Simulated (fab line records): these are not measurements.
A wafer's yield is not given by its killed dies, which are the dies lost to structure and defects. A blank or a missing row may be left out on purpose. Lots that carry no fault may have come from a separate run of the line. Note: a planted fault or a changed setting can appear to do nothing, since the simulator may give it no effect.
Matching of chambers | flow n5Finfet | N5_GATE_CUT_STRIP_59 on rieDiel-04: 4 sister chambers
The step strips in N2/H2, time 20 s. 14 wafers are shown with their chamber, then 7 later ones without.

WAFERS PAIRED WITH THEIR CHAMBERS
wafer  | chamber | showerheadPlenumPTorr (Torr) | drypumpMotorCurrentA (A) | throttleValvePct (%)
L075.3 | 0       | 3.39                         | 5.7                      | 12.00
L075.4 | 3       | 3.41                         | 5.0                      | 11.87
L075.6 | 2       | 3.24                         | 6.0                      | 12.44
L077.2 | 1       | 3.29                         | 5.7                      | 11.79
L077.3 | 0       | 3.38                         | 5.7                      | 12.02
L077.5 | 0       | 3.38                         | 5.7                      | 12.01
L080.2 | 2       | 3.24                         | 6.0                      | 12.48
L080.3 | 3       | 3.41                         | 5.0                      | 11.91
L080.5 | 0       | 3.38                         | 5.8                      | 12.03
L081.2 | 2       | 3.24                         | 6.0                      | 12.48
L081.5 | 1       | 3.29                         | 5.7                      | 11.82
L081.6 | 0       | 3.38                         | 5.7                      | 12.02
L082.1 | 1       | 3.28                         | 5.7                      | 11.83
L082.2 | 3       | 3.41                         | 5.1                      | 11.91

SIGNATURES (averages over the wafers above)
reading               | chamber 0 | chamber 1 | chamber 2 | chamber 3 | scatter within a chamber
showerheadPlenumPTorr | 3.3820    | 3.2867    | 3.2400    | 3.4100    | 0.00383
drypumpMotorCurrentA  | 5.720     | 5.700     | 6.000     | 5.033     | 0.0383
throttleValvePct      | 12.0160   | 11.8133   | 12.4667   | 11.8967   | 0.0188
Rule: distance of a wafer from a chamber = root of the sum over the readings of ((wafer's reading minus chamber's mean) / reading's scatter) squared. If the next closest chamber is less than 2 further off than the closest, the wafer can't be placed; otherwise it belongs to the closest. How the scatter is found: for the shown wafers, subtract from each reading the mean of its chamber, square and add these, divide the total by (wafers less chambers), then take the root.

WAFERS MISSING THEIR CHAMBER
wafer  | showerheadPlenumPTorr (Torr) | drypumpMotorCurrentA (A) | throttleValvePct (%)
L082.3 | 3.23                         | 6.1                      | 12.48
L093.1 | 3.37                         | 5.7                      | 12.08
L093.2 | 3.40                         | 5.0                      | 11.95
L093.6 | 3.23                         | 6.1                      | 12.54
L094.2 | 3.37                         | 5.7                      | 12.08
L094.3 | 3.28                         | 5.7                      | 11.89
L094.6 | 3.23                         | 6.1                      | 12.53

WHICH CHAMBER EACH ONE RAN IN
wafer  | from the rows above | in truth
L082.3 | 2                   | 2
L093.1 | 0                   | 0
L093.2 | 3                   | 3
L093.6 | 2                   | 2
L094.2 | 0                   | 0
L094.3 | 1                   | 1
L094.6 | 2                   | 2
7 of 7 placed correctly. Number that these rows cannot place: 0. 0 placed wrongly.
